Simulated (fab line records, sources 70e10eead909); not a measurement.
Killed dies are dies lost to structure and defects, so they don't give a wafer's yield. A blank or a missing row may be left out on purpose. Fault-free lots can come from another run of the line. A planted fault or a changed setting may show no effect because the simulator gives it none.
Matching of chambers	flow nand harc	NHARC_P_GATE_ETCH_32 on rie si-06 has 4 sister chambers
The step etches the open film in HBr/Cl2, target depth 150 nm, time 100.1 s. 8 wafers are shown with their chamber, then 8 later ones without.

WAFERS, EACH WITH ITS CHAMBER
wafer	chamber	drypump motor current A (A)	he backside leak sccm (sccm)
L075.4	1	6.2	2.50
L088.3	2	6.1	2.80
L088.5	2	6.1	2.85
L088.6	3	5.8	2.50
L087.1	0	5.4	2.35
L087.4	1	6.2	3.19
L087.6	0	5.4	2.42
L093.1	3	5.7	2.39

WAFERS WITH NO CHAMBER GIVEN
wafer	drypump motor current A (A)	he backside leak sccm (sccm)
L093.2	5.4	2.44
L093.6	6.1	2.90
L094.3	5.4	2.50
L094.4	6.2	2.58
L094.6	5.4	2.64
L096.2	5.7	2.46
L096.3	6.2	2.98
L096.4	6.2	2.31

EACH ONE'S CHAMBER
wafer	from the rows above	in truth
L093.2	0	0
L093.6	2	2
L094.3	0	0
L094.4	can't be placed: 1 or 2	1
L094.6	0	0
L096.2	3	3
L096.3	1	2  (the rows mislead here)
L096.4	can't be placed: 1 or 2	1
Correctly placed: 5 of 8. Cannot be placed on the basis of these rows: 2; the candidates contain the true chamber in 2. Placed wrongly: 1.
How it was worked out, from the rows above alone: a wafer's distance from a chamber is the root of the sum, over the readings, of the square of ((its reading less the chamber's mean) divided by the reading's scatter). If the next closest chamber is less than 2 further off than the closest, the wafer can't be placed; otherwise it belongs to the closest. A chamber's mean is the mean of its shown wafers. The scatter: the root of (the sum of the squares of (reading less its chamber's mean) over the shown wafers, divided by (wafers less chambers)).
